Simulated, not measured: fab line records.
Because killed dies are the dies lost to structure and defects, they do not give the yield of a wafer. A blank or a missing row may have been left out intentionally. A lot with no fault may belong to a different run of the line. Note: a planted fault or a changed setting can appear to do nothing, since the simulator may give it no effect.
fab line records	flow n5Finfet
record: lots: 9	wafers: 24	lastDay: 17
route steps=1938 shown MOL_CONTACT_COAG@628 BEOL_M0_SAQP@637 BEOL_M0_CUTY@710 BEOL_M4@1111 PASSIVATION@1936
lots that met no fault: taken from a fault-free run of the same line
startH: hours from the record's opening day to when the first of the lot's shown wafers began	waitH: hours since the lot's step before	" same as the row above	L1.1+2: a single row standing in for several wafers	- value missing, or start not given	* or withheld: withheld	< > ~ a bound
route shown NAME@n: a module of which the file shows steps, and the number in the route of the first	usual: mean/standard deviation taken from wafers without a fault	same: alike in all rows	chamber/n: place in a boat	sites: each site's reading	_std_site: their standard deviation	_edge_site: the outer-site mean with the inner-site mean subtracted	radiusMm: for every site, how far away it sits from the centre of the wafer	mask NAME#n: copy n	behind: the last tool/chamber to shape the wafer	hold: reason for holding the lot/hours on hold/outcome of the hold	device: whichever transistor did not switch (one of n, p or np)	end of line: the route-end tests of the same wafers	for a step that has no rows: nothing shown but its recipe	killed: count of dies lost to structure and defects at first sort (not the wafer's yield)	map: shows each die of a wafer: x if killed, . if not, _ if none is there
set.NAME: the setting as run; set.NAME@STEP: as run at that earlier step	model.NAME: the simulator's own value behind a step, which no gauge read
one table for each step of the route and one row for each wafer, over a sample of lots
services: from which hour (startH, from the record's first day; less than 0 if before it) a tool's chamber was out of use, for how many hours, and why
== steps ==
step: N5_MOL_CONTACT_COAG_THK_MEAS_53
recipe: reads: SiO2_of_MOL_CONTACT_COAG_PECVD_31
usual: VIA_MOL_THK: 44.0/0.65
lot.wafer	tool	chamber	startH	waitH	VIA_MOL_THK[nm]
L455.2	filmMetro-01	-	108.06	-	42.9
L455.6	"	-	"	"	43.1
L458.1	filmMetro-02	-	126.38	-	43.0
L458.4	"	-	"	"	44.5
L458.6	"	-	"	"	45.2
L461.1	filmMetro-01	-	146.78	-	43.7
L461.5	"	-	"	"	44.2
L464.3	filmMetro-01	-	163.52	-	44.0
L464.6	"	-	"	"	44.4
L465.1	filmMetro-01	-	167.00	-	43.6
L465.2	"	-	"	"	43.8
L465.6	"	-	"	"	44.0
L467.1	filmMetro-01	-	182.51	-	42.5
L467.2	"	-	"	"	44.0
L467.3	"	-	"	"	44.7
L474.2	filmMetro-02	-	223.13	-	44.4
L474.3	"	-	"	"	43.8
L474.5	"	-	"	"	44.8
L476.2	filmMetro-01	-	235.00	-	43.6
L476.3	"	-	"	"	44.2
L476.6	"	-	"	"	44.8
L477.1	filmMetro-02	-	240.40	-	43.3
L477.3	"	-	"	"	44.3
L477.6	"	-	"	"	43.9
step: N5_BEOL_M0_SAQP_PECVD_97
recipe: material: SiNx	targetThkA: 230	tempC: 350	precursor: SiH4/NH3/N2	pressureTorr: 1.5	rfW: 300	timeS: 19.9
usual: heaterPowerW: 554/48	showerheadPlenumPTorr: 5.16/0.068	throttleValvePct: 39.2/2.4
lot.wafer	tool	chamber	startH	waitH	heaterPowerW	showerheadPlenumPTorr	throttleValvePct
L455.2	pecvd-02	2	113.31	0.0	512	5.17	38.4
L455.6	"	0	"	"	498	5.13	43.6
L458.1	pecvd-03	2	130.67	0.0	656	5.10	38.2
L458.4	"	2	"	"	646	5.09	38.7
L458.6	"	1	"	"	557	5.08	38.5
L461.1	pecvd-02	2	151.73	0.0	514	5.15	38.7
L461.5	"	0	"	"	478	5.13	43.5
L464.3	pecvd-03	0	169.42	0.0	576	5.09	39.6
L464.6	"	1	"	"	555	5.09	38.7
L465.1	pecvd-03	1	174.39	0.0	566	5.07	38.6
L465.2	"	2	"	"	580	5.08	38.7
L465.6	"	0	"	"	590	5.09	39.8
L467.1	pecvd-03	2	186.86	0.0	651	5.09	38.8
L467.2	"	0	"	"	506	5.09	39.7
L467.3	"	1	"	"	559	5.09	38.6
L474.2	pecvd-04	0	227.71	0.0	569	5.24	37.6
L474.3	"	2	"	"	555	5.14	34.9
L474.5	"	1	"	"	592	5.29	41.7
L476.2	pecvd-02	1	240.42	0.0	613	5.22	40.1
L476.3	"	0	"	"	507	5.14	43.5
L476.6	"	0	"	"	503	5.14	43.4
L477.1	pecvd-04	0	244.06	0.0	510	5.24	37.6
L477.3	"	1	"	"	549	5.30	41.3
L477.6	"	0	"	"	506	5.25	37.6
step: N5_BEOL_M0_SAQP_PECVD_04
recipe: material: a-Si	targetThkA: 600	tempC: 350	precursor: SiH4/He	pressureTorr: 3	rfW: 100	timeS: 60.2
usual: heaterPowerW: 631/52	showerheadPlenumPTorr: 5.68/0.052	throttleValvePct: 17.9/1.1
lot.wafer	tool	chamber	startH	waitH	heaterPowerW	showerheadPlenumPTorr	throttleValvePct
L455.2	pecvd-02	2	113.35	0.0	586	5.72	17.7
L455.6	"	0	"	"	598	5.66	19.8
L458.1	pecvd-03	2	130.71	0.0	619	5.65	17.8
L458.4	"	2	"	"	634	5.64	17.4
L458.6	"	1	"	"	613	5.62	17.6
L461.1	pecvd-02	2	151.77	0.0	608	5.68	17.3
L461.5	"	0	"	"	522	5.66	19.6
L464.3	pecvd-03	0	169.46	0.0	605	5.63	18.1
L464.6	"	1	"	"	591	5.62	17.7
L465.1	pecvd-03	1	174.43	0.0	628	5.63	17.6
L465.2	"	2	"	"	730	5.62	17.7
L465.6	"	0	"	"	671	5.62	18.1
L467.1	pecvd-03	2	186.90	0.0	749	5.63	17.9
L467.2	"	0	"	"	594	5.62	17.9
L467.3	"	1	"	"	600	5.63	17.6
L474.2	pecvd-04	0	227.74	0.0	639	5.75	17.2
L474.3	"	2	"	"	696	5.65	15.6
L474.5	"	1	"	"	651	5.80	19.1
L476.2	pecvd-02	1	240.46	0.0	616	5.72	18.3
L476.3	"	0	"	"	584	5.67	19.5
L476.6	"	0	"	"	592	5.67	19.8
L477.1	pecvd-04	0	244.10	0.0	615	5.73	17.3
L477.3	"	1	"	"	719	5.78	19.0
L477.6	"	0	"	"	649	5.75	17.3
step: N5_BEOL_M0_SAQP_INSPECT_16
recipe: mode: adi	inspectInstrument: brightfield
usual: rawDefectCount: 479/100
lot.wafer	tool	chamber	startH	waitH	rawDefectCount
L455.2	defectInspect-02	-	113.98	0.0	359
L455.6	"	-	"	"	369
L458.1	defectInspect-01	-	131.34	0.0	304
L458.4	"	-	"	"	332
L458.6	"	-	"	"	382
L461.1	defectInspect-01	-	152.43	0.0	530
L461.5	"	-	"	"	363
L464.3	defectInspect-01	-	170.12	0.0	570
L464.6	"	-	"	"	455
L465.1	defectInspect-01	-	175.06	0.0	1575
L465.2	"	-	"	"	1622
L465.6	"	-	"	"	1424
L467.1	defectInspect-02	-	187.53	0.0	1509
L467.2	"	-	"	"	1625
L467.3	"	-	"	"	1576
L474.2	defectInspect-01	-	228.38	0.0	418
L474.3	"	-	"	"	522
L474.5	"	-	"	"	403
L476.2	defectInspect-01	-	240.97	0.0	416
L476.3	"	-	"	"	384
L476.6	"	-	"	"	394
L477.1	defectInspect-02	-	244.73	0.0	682
L477.3	"	-	"	"	512
L477.6	"	-	"	"	635
step: N5_BEOL_M0_SAQP_DESCUM_19
recipe: chemistry: O2	timeS: 7.9	sourcePowerW: 50	biasPowerW: 20	pressureMtorr: 20	rfFrequencyHz: 2.712e+07	tempC: 40	resist: CAR-ArF	o2FlowSccm: 225
usual: biasPowerW: 19.99/0.056	drypumpMotorCurrentA: 5.7/0.39	oesProductAu: 0.77/0.081	rfVppV: 242.7/1	showerheadPlenumPTorr: 2.07/0.048	throttleValvePct: 20.43/0.25
lot.wafer	tool	chamber	startH	waitH	biasPowerW	drypumpMotorCurrentA	oesProductAu	rfHoursCounterH	rfVppV	showerheadPlenumPTorr	throttleValvePct
L455.2	rieDiel-02	0	114.01	0.0	20.07	6.3	0.74	178	243.8	2.04	20.55
L455.6	"	3	"	"	20.02	5.3	0.83	-	243.0	2.10	19.90
L458.1	rieDiel-03	2	131.53	0.2	20.11	6.0	0.70	235	241.4	1.98	20.81
L458.4	"	1	"	"	20.00	6.3	0.76	153	245.9	2.15	20.59
L458.6	"	0	"	"	19.89	5.7	0.73	-	245.2	2.20	20.68
L461.1	rieDiel-02	0	152.47	0.0	20.05	6.3	0.74	190	243.2	2.04	20.55
L461.5	"	1	"	"	19.97	5.8	0.97	-	242.9	2.06	20.21
L464.3	rieDiel-02	2	170.15	0.0	19.91	5.2	0.70	193	243.4	2.08	20.63
L464.6	"	1	"	"	20.09	5.8	0.95	-	241.9	2.06	20.20
L465.1	rieDiel-02	0	175.10	0.0	19.92	6.3	0.73	196	244.4	2.03	20.58
L465.2	"	1	"	"	20.03	5.8	0.95	21	243.7	2.06	20.20
L465.6	"	1	"	"	20.05	5.8	0.94	-	243.1	2.06	20.21
L467.1	rieDiel-03	1	187.60	0.1	19.98	6.3	0.75	170	243.1	2.14	20.61
L467.2	"	0	"	"	19.91	5.7	0.73	187	244.9	2.20	20.71
L467.3	"	3	"	"	19.95	5.7	0.73	194	241.0	2.00	20.53
L474.2	rieDiel-02	1	228.41	0.0	19.97	5.8	0.91	38	242.4	2.05	20.23
L474.3	"	2	"	"	19.92	5.2	0.68	213	242.0	2.08	20.68
L474.5	"	3	"	"	20.00	5.3	0.78	-	243.7	2.09	19.93
L476.2	rieDiel-02	3	241.44	0.5	20.02	5.3	0.78	109	243.0	2.09	19.92
L476.3	"	1	"	"	19.96	5.7	0.90	42	243.6	2.05	20.24
L476.6	"	0	"	"	19.92	6.3	0.72	-	242.5	2.03	20.60
L477.1	rieDiel-02	3	244.95	0.2	19.95	5.3	0.78	111	242.9	2.09	19.93
L477.3	"	1	"	"	19.95	5.8	0.90	44	241.5	2.05	20.25
L477.6	"	2	"	"	20.02	5.2	0.68	-	241.5	2.07	20.67
step: N5_BEOL_M0_SAQP_INSPECT_42
recipe: mode: adi	inspectInstrument: brightfield
usual: rawDefectCount: 278/76
lot.wafer	tool	chamber	startH	waitH	rawDefectCount
L455.2	defectInspect-01	-	119.96	0.0	209
L455.6	"	-	"	"	241
L458.1	defectInspect-02	-	135.64	0.1	352
L458.4	"	-	"	"	315
L458.6	"	-	"	"	339
L461.1	defectInspect-01	-	156.95	0.1	248
L461.5	"	-	"	"	217
L464.3	defectInspect-01	-	175.12	0.0	417
L464.6	"	-	"	"	327
L465.1	defectInspect-01	-	179.85	0.1	1341
L465.2	"	-	"	"	1500
L465.6	"	-	"	"	1260
L467.1	defectInspect-02	-	192.76	0.1	1384
L467.2	"	-	"	"	1357
L467.3	"	-	"	"	1471
L474.2	defectInspect-01	-	234.18	0.0	371
L474.3	"	-	"	"	370
L474.5	"	-	"	"	299
L476.2	defectInspect-02	-	249.50	0.0	280
L476.3	"	-	"	"	238
L476.6	"	-	"	"	239
L477.1	defectInspect-01	-	249.55	0.1	390
L477.3	"	-	"	"	301
L477.6	"	-	"	"	300
step: N5_BEOL_M0_CUTY_INSPECT_59
recipe: mode: adi	inspectInstrument: macro
usual: rawDefectCount: 1.9/1.4
lot.wafer	tool	chamber	startH	waitH	rawDefectCount
L455.2	defectInspect-01	-	121.44	0.0	2
L455.6	"	-	"	"	2
L458.1	defectInspect-02	-	136.93	0.0	4
L458.4	"	-	"	"	4
L458.6	"	-	"	"	3
L461.1	defectInspect-01	-	158.29	0.0	0
L461.5	"	-	"	"	2
L464.3	defectInspect-01	-	176.59	0.0	3
L464.6	"	-	"	"	1
L465.1	defectInspect-02	-	182.00	0.0	>300
L465.2	"	-	"	"	>300
L465.6	"	-	"	"	>300
L467.1	defectInspect-02	-	194.19	0.0	>300
L467.2	"	-	"	"	>300
L467.3	"	-	"	"	>300
L474.2	defectInspect-02	-	235.71	0.0	2
L474.3	"	-	"	"	1
L474.5	"	-	"	"	2
L476.2	defectInspect-02	-	251.56	0.0	1
L476.3	"	-	"	"	2
L476.6	"	-	"	"	0
L477.1	defectInspect-01	-	251.72	0.0	2
L477.3	"	-	"	"	1
L477.6	"	-	"	"	2
step: N5_BEOL_M4_RC_MEAS_101
usual: DIBL_N: 37.5/2	DIBL_P: 37.5/2.5	IOFF_N: 0.18/0.042	IOFF_P: 0.24/0.046	ION_N: 677/15	ION_P: 464/9.5	SS_N: 72.0/0.76	SS_P: 73.6/0.79	VT_N: 249/3.5	VT_P: -249/3.2
lot.wafer	tool	chamber	startH	waitH	DIBL_N[mV/V]	DIBL_P[mV/V]	IOFF_N[nA/um]	IOFF_P[nA/um]	ION_N[uA/um]	ION_P[uA/um]	SS_N[mV/dec]	SS_P[mV/dec]	VT_N[mV]	VT_P[mV]
L455.2	prober-02	0	170.18	0.2	37.0	38.6	0.17	0.23	691	466	72.8	74.1	247	-251
L455.6	"	0	"	"	38.1	39.7	0.18	0.26	667	458	72.8	74.7	251	-249
L458.1	prober-02	0	182.55	0.0	36.5	34.2	0.13	0.21	670	468	71.2	73.3	254	-247
L458.4	"	0	"	"	37.0	36.7	0.15	0.26	658	464	71.2	73.5	250	-248
L458.6	"	0	"	"	39.3	37.7	0.18	0.26	680	470	72.3	73.6	247	-245
L461.1	prober-02	0	204.86	0.0	36.8	37.1	0.14	0.24	645	448	70.6	73.9	254	-251
L461.5	"	0	"	"	38.7	38.1	0.19	0.25	679	464	71.8	73.3	247	-249
L464.3	prober-01	0	225.20	0.3	33.9	33.9	0.13	0.18	653	454	71.4	73.0	253	-251
L464.6	"	0	"	"	38.4	39.7	0.24	0.28	680	467	72.7	75.1	249	-246
L465.1	prober-01	0	228.21	0.0	37.1	40.3	0.19	0.27	658	446	71.9	74.3	250	-252
L465.2	"	0	"	"	37.0	38.0	0.19	0.20	665	449	73.0	72.5	248	-252
L465.6	"	0	"	"	36.0	37.7	0.15	0.20	654	446	72.2	72.6	254	-255
L467.1	prober-02	0	247.20	0.0	39.4	39.6	0.22	0.23	676	457	72.2	74.0	248	-252
L467.2	"	0	"	"	39.2	39.9	0.21	0.25	680	460	72.6	74.8	247	-249
L467.3	"	0	"	"	34.6	34.0	0.14	0.17	663	448	71.4	72.7	252	-254
L474.2	prober-01	0	290.64	0.2	34.4	32.8	0.13	0.20	667	465	71.4	72.4	251	-249
L474.3	"	0	"	"	42.0	42.2	0.33	0.38	704	485	73.0	74.2	238	-242
L474.5	"	0	"	"	38.8	37.2	0.20	0.25	686	470	72.1	74.1	248	-247
L476.2	prober-01	0	305.41	0.2	39.4	39.4	0.22	0.25	683	457	72.8	74.8	244	-249
L476.3	"	0	"	"	34.4	34.4	0.12	0.18	672	465	71.4	73.1	251	-254
L476.6	"	0	"	"	39.7	40.4	0.23	0.28	697	474	72.3	74.5	241	-249
L477.1	prober-02	0	307.06	0.0	37.1	36.8	0.19	0.20	668	454	72.8	73.0	248	-253
L477.3	"	0	"	"	35.2	35.5	0.13	0.18	659	452	71.5	73.1	251	-253
L477.6	"	0	"	"	38.5	38.6	0.20	0.23	673	457	72.3	74.2	248	-249
step: N5_PASSIVATION_PROBE_49
usual: defectLimitedYield: 91.8/1.5	killed_at_M0_to_M3: 33/11	killed_at_M4_up: 13/5	killedAtContacts: 11/5.6	killedAtFrontEnd: 36/12	killedAtOther: 3.4/2.5	killedDies: 97/18	killedOnRim: 12/4.2	killedOpen: 64/13	killedShort: 31/6.9	sort_bin_4_leakage: 0.01/0.048	sort_bin_5_function: 4.8/1	sort_bin_6_memory: 3.1/0.64	sortNPass: 1083/18	sortYieldPct: 91.8/1.5
same: grossDies: 1180	killedAtBackSide: 0	sort_bin_8_speed[%]: 0
lot.wafer	tool	chamber	startH	waitH	defectLimitedYield[%]	killed_at_M0_to_M3	killed_at_M4_up	killedAtContacts	killedAtFrontEnd	killedAtOther	killedDies	killedOnRim	killedOpen	killedShort	sort_bin_4_leakage[%]	sort_bin_5_function[%]	sort_bin_6_memory[%]	sortNPass	sortYieldPct[%]
L465.1	prober-01	-	327.74	0.3	87.8	92	6	20	21	5	144	24	52	19	0	7.4	2.6	1036	87.8
L465.2	prober-01	-	327.79	0.4	79.9	160	17	11	48	1	237	24	62	28	0	12.0	4.5	943	79.9
L465.6	prober-01	-	327.99	0.6	82.0	141	13	9	41	8	212	38	70	33	0	10.5	3.6	968	82.0
L467.1	prober-02	-	347.92	0.0	79.6	163	9	24	43	2	241	27	65	38	0	12.8	4.1	939	79.6
L467.2	prober-02	-	347.97	0.1	81.3	150	17	19	34	1	221	27	73	34	0	11.6	3.9	959	81.3
L467.3	prober-02	-	348.02	0.1	86.3	108	7	18	25	4	162	27	61	23	0	8.1	3.6	1018	86.3
killed by level:class
L465.1 BEOL_M0_SAQP:unspecified=73 MOL_CONTACT_COAG:geometricParticle:open=18 STI_FIN_REVEAL:geometricParticle:open=12 BEOL_M0_SAQP:geometricParticle:short=6 BEOL_M1:geometricParticle:open=6 BEOL_M0_SAQP:geometricParticle:open=3 STI_FIN_REVEAL:geometricParticle:short=2 ILD0:geometricParticle:short=2
L465.2 BEOL_M0_SAQP:unspecified=147 STI_FIN_REVEAL:geometricParticle:open=14 FIN_SAQP:geometricParticle:short=12 FIN_SAQP:geometricParticle:open=9 MOL_CONTACT_COAG:geometricParticle:open=9 BEOL_M4:geometricParticle:open=8 BEOL_M1:geometricParticle:open=5 DUMMY_GATE:geometricParticle:open=4
L465.6 BEOL_M0_SAQP:unspecified=106 FIN_SAQP:geometricParticle:open=10 FIN_SAQP:geometricParticle:short=10 BEOL_M0_SAQP:geometricParticle:open=7 BEOL_M0:geometricParticle:open=7 BEOL_M4:geometricParticle:open=7 STI_FIN_REVEAL:geometricParticle:open=6 BEOL_M0_SAQP:geometricParticle:short=6
L467.1 BEOL_M0_SAQP:unspecified=134 MOL_CONTACT_COAG:geometricParticle:short=12 BEOL_M0_SAQP:geometricParticle:open=12 MOL_CONTACT_COAG:geometricParticle:open=11 DUMMY_GATE:geometricParticle:open=7 BEOL_M0_SAQP:geometricParticle:short=7 FIN_SAQP:geometricParticle:short=5 STI_FIN_REVEAL:geometricParticle:open=5
L467.2 BEOL_M0_SAQP:unspecified=114 MOL_CONTACT_COAG:geometricParticle:open=15 FIN_SAQP:geometricParticle:open=8 BEOL_M0_SAQP:geometricParticle:open=8 DUMMY_GATE:geometricParticle:open=6 BEOL_M0_SAQP:geometricParticle:short=6 BEOL_M3:geometricParticle:open=6 BEOL_M4:geometricParticle:open=6
L467.3 BEOL_M0_SAQP:unspecified=76 MOL_CONTACT_COAG:geometricParticle:open=14 BEOL_M0_SAQP:geometricParticle:short=10 BEOL_M0_SAQP:geometricParticle:open=8 DUMMY_GATE:geometricParticle:open=6 BEOL_M1:geometricParticle:open=6 BEOL_M2:geometricParticle:open=6 STARTING-WAFER:geometricParticle:open=5
== services ==
tool	chamber	startH	hours	kind
pecvd-04	-	105.09	5.5	pm
pecvd-03	-	122.85	0.5	repair
pecvd-03	2	133.50	2.1	scheduledDown
pecvd-04	-	137.74	1.3	repair
pecvd-04	2	140.57	11.5	repair
pecvd-02	2	142.43	2.1	scheduledDown
pecvd-02	1	152.91	1.9	repair
pecvd-04	-	180.14	0.9	repair
rieDiel-03	2	181.29	-	clean
rieDiel-03	2	181.29	-	consumableReplace:focusRing
rieDiel-03	2	181.29	-	consumableReplace:showerhead
rieDiel-03	2	181.29	19.7	scheduledDown
rieDiel-03	2	181.29	19.7	ventCycle
pecvd-04	1	209.48	10.2	repair
pecvd-03	-	221.28	2.8	pm
pecvd-02	-	225.45	14.6	pm
rieDiel-03	-	234.90	15.6	pm
== key ==
firstSign: step: N5_BEOL_M0_SAQP_INSPECT_16	reading: rawDefectCount	direction: up	sigmas: 11	usual: 479	struck: 1555
effect: step: N5_BEOL_M0_SAQP_INSPECT_42	reading: rawDefectCount	direction: up	sigmas: 15	usual: 278	struck: 1386
effect: step: N5_BEOL_M0_CUTY_INSPECT_59	reading: rawDefectCount	direction: up	sigmas: 99+	usual: 1.9	struck: >300
effect: step: N5_PASSIVATION_PROBE_49	reading: killed_at_M0_to_M3	direction: up	sigmas: 9.6	usual: 33	struck: 136
moreKillsBornAt: N5_BEOL_M0_SAQP_PECVD_97@pecvd-03: 650
metAt N5_BEOL_M0_SAQP_PECVD_97
struckLots L465,L467
notActingAt N5_MOL_CONTACT_COAG_THK_MEAS_53,N5_BEOL_M0_SAQP_PECVD_04,N5_BEOL_M0_SAQP_DESCUM_19
onsetBetween 169.42 174.39
fault: kind: chamberParticleSource	tool: pecvd-03	chamber: -	onsetH: 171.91	steps: N5_BEOL_M0_SAQP_PECVD_97	ratePerVisitCm2: 1.6685	endH: 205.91
